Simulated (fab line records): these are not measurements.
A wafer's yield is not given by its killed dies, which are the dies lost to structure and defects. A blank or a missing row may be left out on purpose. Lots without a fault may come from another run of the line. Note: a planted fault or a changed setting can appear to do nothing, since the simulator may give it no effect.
Matching of chambers + flow nandHarc + NHARC_A_SGD_CUT_CMP_21 on cmp-04 has 4 sister chambers
The step polishes, target thk 148.19 nm. 8 wafers are shown with their chamber, then 7 later ones without.

== WAFERS WITH THEIR CHAMBER ==
| wafer  | chamber | motorCurrentA (A) | timeToEndpointS (s) |
|--------|---------|-------------------|---------------------|
| L318.2 | 1       | 11.9              | 46.5                |
| L318.5 | 0       | 10.8              | 46.6                |
| L316.4 | 0       | 10.5              | 49.3                |
| L321.1 | 3       | 15.1              | 50.7                |
| L321.3 | 2       | 14.0              | 46.6                |
| L321.5 | 1       | 12.1              | 47.5                |
| L322.2 | 2       | 14.2              | 48.2                |
| L322.3 | 3       | 16.0              | 51.3                |

== WAFERS MISSING THEIR CHAMBER ==
| wafer  | motorCurrentA (A) | timeToEndpointS (s) |
|--------|-------------------|---------------------|
| L322.6 | 11.7              | 52.5                |
| L326.1 | 10.9              | 51.0                |
| L326.2 | 15.3              | 51.9                |
| L326.3 | 14.5              | 51.7                |
| L335.2 | 10.2              | 53.9                |
| L335.3 | 15.2              | 54.9                |
| L335.6 | 15.4              | 50.5                |

== WHICH CHAMBER EACH WENT THROUGH ==
| wafer  | from the rows above     | in truth |
|--------|-------------------------|----------|
| L322.6 | can't be placed: 1 or 0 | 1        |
| L326.1 | can't be placed: 0 or 1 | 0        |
| L326.2 | 3                       | 3        |
| L326.3 | can't be placed: 3 or 2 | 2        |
| L335.2 | 0                       | 0        |
| L335.3 | 3                       | 3        |
| L335.6 | 3                       | 3        |
Correct placement for 4 of the 7. Cannot be placed on the basis of these rows: 3; the candidates contain the true chamber in 3. 0 placed wrongly.
How it was worked out, from the rows above alone: a wafer's distance from a chamber is the root of the sum, over the readings, of the square of ((its reading less the chamber's mean) divided by the reading's scatter). If the next closest chamber is less than 2 further off than the closest, the wafer can't be placed; otherwise it belongs to the closest. For every chamber, the mean is computed from those of its wafers that are shown. The scatter: the root of (the sum of the squares of (reading less its chamber's mean) over the shown wafers, divided by (wafers less chambers)).
